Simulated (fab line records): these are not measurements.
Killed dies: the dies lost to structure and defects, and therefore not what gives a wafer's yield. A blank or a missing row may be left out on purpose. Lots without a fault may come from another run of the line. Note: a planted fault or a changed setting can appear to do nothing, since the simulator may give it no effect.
Matching of chambers || flow nand harc || NHARC_P_ZERO_WELL_DESCUM_54 on rie diel-06: 4 sister chambers
The step chemistry O2, time 3 s. 18 wafers are shown with their chamber, then 9 later ones without.

== WAFERS PAIRED WITH THEIR CHAMBERS ==
{"wafer": "L175.1", "chamber": 3, "drypump motor current A (A)": 5.2, "showerhead plenum p Torr (Torr)": 1.93, "throttle valve pct (%)": 11.331}
{"wafer": "L175.2", "chamber": 2, "drypump motor current A (A)": 5.3, "showerhead plenum p Torr (Torr)": 1.98, "throttle valve pct (%)": 11.296}
{"wafer": "L175.6", "chamber": 0, "drypump motor current A (A)": 6.1, "showerhead plenum p Torr (Torr)": 1.96, "throttle valve pct (%)": 11.313}
{"wafer": "L178.1", "chamber": 3, "drypump motor current A (A)": 5.2, "showerhead plenum p Torr (Torr)": 1.92, "throttle valve pct (%)": 11.305}
{"wafer": "L178.3", "chamber": 0, "drypump motor current A (A)": 6.1, "showerhead plenum p Torr (Torr)": 1.96, "throttle valve pct (%)": 11.305}
{"wafer": "L178.4", "chamber": 2, "drypump motor current A (A)": 5.3, "showerhead plenum p Torr (Torr)": 1.98, "throttle valve pct (%)": 11.306}
{"wafer": "L182.2", "chamber": 2, "drypump motor current A (A)": 5.3, "showerhead plenum p Torr (Torr)": 1.98, "throttle valve pct (%)": 11.312}
{"wafer": "L182.4", "chamber": 1, "drypump motor current A (A)": 5.9, "showerhead plenum p Torr (Torr)": 1.90, "throttle valve pct (%)": 11.313}
{"wafer": "L182.5", "chamber": 1, "drypump motor current A (A)": 5.9, "showerhead plenum p Torr (Torr)": 1.90, "throttle valve pct (%)": 11.310}
{"wafer": "L183.1", "chamber": 2, "drypump motor current A (A)": 5.2, "showerhead plenum p Torr (Torr)": 1.98, "throttle valve pct (%)": 11.299}
{"wafer": "L183.3", "chamber": 0, "drypump motor current A (A)": 6.1, "showerhead plenum p Torr (Torr)": 1.95, "throttle valve pct (%)": 11.307}
{"wafer": "L183.5", "chamber": 3, "drypump motor current A (A)": 5.2, "showerhead plenum p Torr (Torr)": 1.92, "throttle valve pct (%)": 11.318}
{"wafer": "L185.1", "chamber": 1, "drypump motor current A (A)": 5.9, "showerhead plenum p Torr (Torr)": 1.90, "throttle valve pct (%)": 11.314}
{"wafer": "L185.3", "chamber": 2, "drypump motor current A (A)": 5.3, "showerhead plenum p Torr (Torr)": 1.97, "throttle valve pct (%)": 11.319}
{"wafer": "L185.4", "chamber": 3, "drypump motor current A (A)": 5.2, "showerhead plenum p Torr (Torr)": 1.92, "throttle valve pct (%)": 11.306}
{"wafer": "L189.1", "chamber": 2, "drypump motor current A (A)": 5.3, "showerhead plenum p Torr (Torr)": 1.97, "throttle valve pct (%)": 11.315}
{"wafer": "L189.2", "chamber": 1, "drypump motor current A (A)": 5.9, "showerhead plenum p Torr (Torr)": 1.89, "throttle valve pct (%)": 11.311}
{"wafer": "L189.6", "chamber": 2, "drypump motor current A (A)": 5.3, "showerhead plenum p Torr (Torr)": 1.97, "throttle valve pct (%)": 11.306}

SIGNATURES (averages over the wafers above)
{"reading": "drypump motor current A", "chamber 0": 6.100, "chamber 1": 5.900, "chamber 2": 5.286, "chamber 3": 5.200, "scatter within a chamber": 0.0247}
{"reading": "showerhead plenum p Torr", "chamber 0": 1.9567, "chamber 1": 1.8975, "chamber 2": 1.9757, "chamber 3": 1.9225, "scatter within a chamber": 0.00527}
{"reading": "throttle valve pct", "chamber 0": 11.30833, "chamber 1": 11.31200, "chamber 2": 11.30757, "chamber 3": 11.31500, "scatter within a chamber": 0.00806}
Rule: a wafer's distance from a chamber is the root of the sum, over the readings, of the square of ((its reading less the chamber's mean) divided by the reading's scatter). If the next closest chamber is less than 2 further off than the closest, the wafer can't be placed; otherwise it belongs to the closest. The scatter: the root of (the sum of the squares of (reading less its chamber's mean) over the shown wafers, divided by (wafers less chambers)).

== WAFERS WITHOUT THEIR CHAMBER ==
{"wafer": "L190.3", "drypump motor current A (A)": 6.0, "showerhead plenum p Torr (Torr)": 1.94, "throttle valve pct (%)": 11.295}
{"wafer": "L190.5", "drypump motor current A (A)": 6.1, "showerhead plenum p Torr (Torr)": 1.95, "throttle valve pct (%)": 11.314}
{"wafer": "L190.6", "drypump motor current A (A)": 5.2, "showerhead plenum p Torr (Torr)": 1.91, "throttle valve pct (%)": 11.323}
{"wafer": "L191.2", "drypump motor current A (A)": 6.0, "showerhead plenum p Torr (Torr)": 1.94, "throttle valve pct (%)": 11.308}
{"wafer": "L191.3", "drypump motor current A (A)": 5.2, "showerhead plenum p Torr (Torr)": 1.91, "throttle valve pct (%)": 11.315}
{"wafer": "L191.5", "drypump motor current A (A)": 5.8, "showerhead plenum p Torr (Torr)": 1.89, "throttle valve pct (%)": 11.309}
{"wafer": "L192.3", "drypump motor current A (A)": 6.1, "showerhead plenum p Torr (Torr)": 1.94, "throttle valve pct (%)": 11.320}
{"wafer": "L192.4", "drypump motor current A (A)": 5.2, "showerhead plenum p Torr (Torr)": 1.91, "throttle valve pct (%)": 11.309}
{"wafer": "L192.6", "drypump motor current A (A)": 6.1, "showerhead plenum p Torr (Torr)": 1.94, "throttle valve pct (%)": 11.293}

== EACH ONE'S CHAMBER ==
{"wafer": "L190.3", "from the rows above": 0, "in truth": 0}
{"wafer": "L190.5", "from the rows above": 0, "in truth": 0}
{"wafer": "L190.6", "from the rows above": 3, "in truth": 3}
{"wafer": "L191.2", "from the rows above": 0, "in truth": 0}
{"wafer": "L191.3", "from the rows above": 3, "in truth": 3}
{"wafer": "L191.5", "from the rows above": 1, "in truth": 1}
{"wafer": "L192.3", "from the rows above": 0, "in truth": 0}
{"wafer": "L192.4", "from the rows above": 3, "in truth": 3}
{"wafer": "L192.6", "from the rows above": 0, "in truth": 0}
Correct placement for 9 of the 9. Can't be placed from these rows: 0. Number placed wrongly: 0.
